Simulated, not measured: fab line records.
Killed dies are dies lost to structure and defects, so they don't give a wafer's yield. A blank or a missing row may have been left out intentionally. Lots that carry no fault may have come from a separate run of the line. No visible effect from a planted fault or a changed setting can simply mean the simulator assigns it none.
Problem report in the 8D (eight disciplines) form, filled by code | flow n5_finfet | the parts of the form that need people (team, actions taken, sign-off) are left out

== 1. WHAT WENT WRONG ==
At N5_BEOL_M1_COAT_67, plate_temp_C averages 238.28 C over 9 wafers from 3 lots, while fault-free wafers read 249.97 C, standard deviation 0.19. Relative to the usual mean, that is a shift of -62 standard deviations.
The step: time 60 s, resist thk 60 nm.
The first sign was on wafer L568.1 at day 9 09:58, on litho_track-04. At this step, 21 wafers from 7 lots have a number in the record. By rule, "out" or "out of limits" means more than 4 standard deviations away from the usual mean. The other wafers with a number count as sound.

== 2. WHAT IT IS AND WHAT IT IS NOT ==
question                    | is                                 | is not
which readings at this step | plate_temp_C, heater_power_total_W | resist_line_temp_C
which lots                  | L568, L569, L572                   | L561, L567, L573, L574
which wafers of those lots  | all that have a number             | -
read on which tools         | litho_track-04                     | litho_track-01, litho_track-02
when                        | from day 9 09:58                   | up to then (6 sound wafers); but 6 sound wafers of L573, L574 came after

== 3. THE SUSPECTS, EACH WITH WHAT RULES IT OUT ==
Counting: a tool at any process step up to the reading remains a suspect when it ran all the lots that are out and ran no sound lot after the first of those.
- litho_track-04 at N5_BEOL_M1_COAT_67 (time 60 s, resist thk 60 nm): kept. All lots that are out passed through it, beginning with L568 at day 9 09:58, and no sound lot followed; its final sound lot before that point was L567 at day 9 04:38. On those wafers its own readings are out: heater_power_total_W, plate_temp_C.
Remaining after the count: litho_track-04 at N5_BEOL_M1_COAT_67.

== 4. THE CAUSE (what the simulator had put in) ==
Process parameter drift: litho_track-04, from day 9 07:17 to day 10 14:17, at N5_BEOL_M1_COAT_67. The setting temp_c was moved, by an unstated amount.
This tool alone remained once counting was done.

== 5. THE CHAIN OF EFFECTS, in route order ==
One row per reading whose mean, taken over the struck wafers that have a number, lies over 3 standard deviations from the usual. Only readings for which the record gives a usual standard deviation are gone through. hours: the time from each lot's start at the first step in this table that gives one to its start at this step, as a median over the lots. sigmas: the change in usual standard deviations.
hours | step               | reading              | usual    | on struck wafers | change | sigmas
0     | N5_BEOL_M1_COAT_67 | heater_power_total_W | 500.2 W  | 471.6            | -28.6  | -16
0     | N5_BEOL_M1_COAT_67 | plate_temp_C         | 249.97 C | 238.28           | -11.69 | -62
The process steps in it:
- N5_BEOL_M1_COAT_67: time 60 s, resist thk 60 nm.
Later measuring or inspecting steps at which every struck wafer that the step has a row for has a number for every such reading, and none has moved that far: N5_BEOL_M4_RC_MEAS_101.

== 6. WHAT WOULD HAVE CAUGHT IT SOONER ==
In this record the first reading out of limits was taken at day 9 09:58, 3 hours after the fault began at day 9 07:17.
